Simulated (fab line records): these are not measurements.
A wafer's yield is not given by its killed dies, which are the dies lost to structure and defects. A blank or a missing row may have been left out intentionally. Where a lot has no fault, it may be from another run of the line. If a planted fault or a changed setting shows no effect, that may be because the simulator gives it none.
Matching of chambers / flow n5 finfet / 4 sister chambers for N5_MOL_CONTACT_COAG_ETCH_65 on rie diel-02
The step etches underlayer in N2/H2, target depth 13 nm, time 10.4 s. 4 wafers are shown with their chamber, then 12 later ones without.

== WAFERS, EACH WITH ITS CHAMBER ==
wafer=L087.2; chamber=0; drypump motor current A (A)=5.7
wafer=L089.3; chamber=2; drypump motor current A (A)=5.9
wafer=L089.4; chamber=3; drypump motor current A (A)=5.4
wafer=L089.5; chamber=1; drypump motor current A (A)=5.0

== WAFERS WHOSE CHAMBER IS MISSING ==
wafer=L091.1; drypump motor current A (A)=5.9
wafer=L091.3; drypump motor current A (A)=5.4
wafer=L091.4; drypump motor current A (A)=5.6
wafer=L092.2; drypump motor current A (A)=5.4
wafer=L092.5; drypump motor current A (A)=4.9
wafer=L092.6; drypump motor current A (A)=5.9
wafer=L093.1; drypump motor current A (A)=5.4
wafer=L093.2; drypump motor current A (A)=5.9
wafer=L093.3; drypump motor current A (A)=5.7
wafer=L097.4; drypump motor current A (A)=5.9
wafer=L097.5; drypump motor current A (A)=5.4
wafer=L097.6; drypump motor current A (A)=5.7

== EACH ONE'S CHAMBER ==
wafer=L091.1; from the rows above=2; in truth=2
wafer=L091.3; from the rows above=3; in truth=3
wafer=L091.4; from the rows above=0; in truth=0
wafer=L092.2; from the rows above=3; in truth=3
wafer=L092.5; from the rows above=1; in truth=1
wafer=L092.6; from the rows above=2; in truth=2
wafer=L093.1; from the rows above=3; in truth=3
wafer=L093.2; from the rows above=2; in truth=2
wafer=L093.3; from the rows above=0; in truth=0
wafer=L097.4; from the rows above=2; in truth=2
wafer=L097.5; from the rows above=3; in truth=3
wafer=L097.6; from the rows above=0; in truth=0
12 of 12 placed correctly. Number that these rows cannot place: 0. Number placed wrongly: 0.
How it was worked out, from the rows above alone: a wafer's distance from a chamber is the root of the sum, over the readings, of the square of ((its reading less the chamber's mean) divided by the reading's scatter). The wafer belongs to the nearest chamber; if the next one is less than 2 further off, it can't be placed. Each chamber's mean is taken over the wafers shown for it. The scatter: with one shown wafer a chamber, the root of the mean of the squares of how far each hidden wafer lies from its nearest shown one.
